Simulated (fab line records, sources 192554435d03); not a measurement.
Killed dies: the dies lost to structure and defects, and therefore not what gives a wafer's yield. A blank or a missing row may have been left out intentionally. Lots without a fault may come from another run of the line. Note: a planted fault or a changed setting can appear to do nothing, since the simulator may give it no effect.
Matching of chambers | flow n5_finfet | 4 sister chambers for N5_BEOL_M10_ETCH_62 on rie_diel-03
The step etches SOC in N2/H2, target depth 110 nm, overetch 22 nm, time 165 s. 18 wafers are shown with their chamber, then 9 later ones without.

## WAFERS WITH THEIR CHAMBER
wafer  | chamber | drypump_motor_current_A (A) | throttle_valve_pct (%) | showerhead_plenum_p_Torr (Torr)
L074.4 | 2       | 5.6                         | 17.31                  | 2.58
L074.5 | 0       | 5.5                         | 17.28                  | 2.68
L074.6 | 3       | 6.0                         | 17.73                  | 2.54
L077.1 | 2       | 5.6                         | 17.31                  | 2.57
L077.2 | 3       | 6.0                         | 17.74                  | 2.54
L077.5 | 3       | 6.0                         | 17.72                  | 2.54
L081.2 | 0       | 5.5                         | 17.30                  | 2.67
L081.4 | 3       | 6.0                         | 17.75                  | 2.53
L081.5 | 0       | 5.5                         | 17.29                  | 2.67
L083.1 | 3       | 6.0                         | 17.76                  | 2.53
L083.3 | 1       | 6.1                         | 17.59                  | 2.58
L083.4 | 0       | 5.5                         | 17.31                  | 2.67
L086.3 | 3       | 6.0                         | 17.77                  | 2.53
L086.4 | 0       | 5.5                         | 17.32                  | 2.66
L086.5 | 1       | 6.1                         | 17.58                  | 2.58
L089.2 | 1       | 6.1                         | 17.60                  | 2.57
L089.3 | 0       | 5.4                         | 17.31                  | 2.66
L089.5 | 0       | 5.4                         | 17.34                  | 2.66

SIGNATURES (averages over the wafers above)
reading                  | chamber 0 | chamber 1 | chamber 2 | chamber 3 | scatter within a chamber
drypump_motor_current_A  | 5.471     | 6.100     | 5.600     | 6.000     | 0.0319
throttle_valve_pct       | 17.3071   | 17.5900   | 17.3100   | 17.7450   | 0.0175
showerhead_plenum_p_Torr | 2.6671    | 2.5767    | 2.5750    | 2.5350    | 0.0066
Rule: for each reading, subtract the chamber's mean from the wafer's reading, divide by that reading's scatter and square the result; add these up over the readings and take the root, which gives the wafer's distance from the chamber. If the next closest chamber is less than 2 further off than the closest, the wafer can't be placed; otherwise it belongs to the closest. The scatter: take each reading less its chamber's mean, square it, sum over the shown wafers, divide by the number of wafers less the number of chambers, and take the root.

## WAFERS WHOSE CHAMBER IS MISSING
wafer  | drypump_motor_current_A (A) | throttle_valve_pct (%) | showerhead_plenum_p_Torr (Torr)
L091.1 | 6.0                         | 17.78                  | 2.52
L091.2 | 6.2                         | 17.62                  | 2.57
L091.3 | 5.5                         | 17.36                  | 2.66
L093.2 | 6.0                         | 17.79                  | 2.52
L093.3 | 5.5                         | 17.35                  | 2.66
L093.4 | 6.1                         | 17.61                  | 2.57
L096.1 | 5.5                         | 17.35                  | 2.65
L096.2 | 5.6                         | 17.40                  | 2.55
L096.4 | 6.0                         | 17.80                  | 2.52

## WHICH CHAMBER EACH WENT THROUGH
wafer  | from the rows above | in truth
L091.1 | 3                   | 3
L091.2 | 1                   | 1
L091.3 | 0                   | 0
L093.2 | 3                   | 3
L093.3 | 0                   | 0
L093.4 | 1                   | 1
L096.1 | 0                   | 0
L096.2 | 2                   | 2
L096.4 | 3                   | 3
9 of 9 placed correctly. Can't be placed from these rows: 0. Wrongly placed: 0.
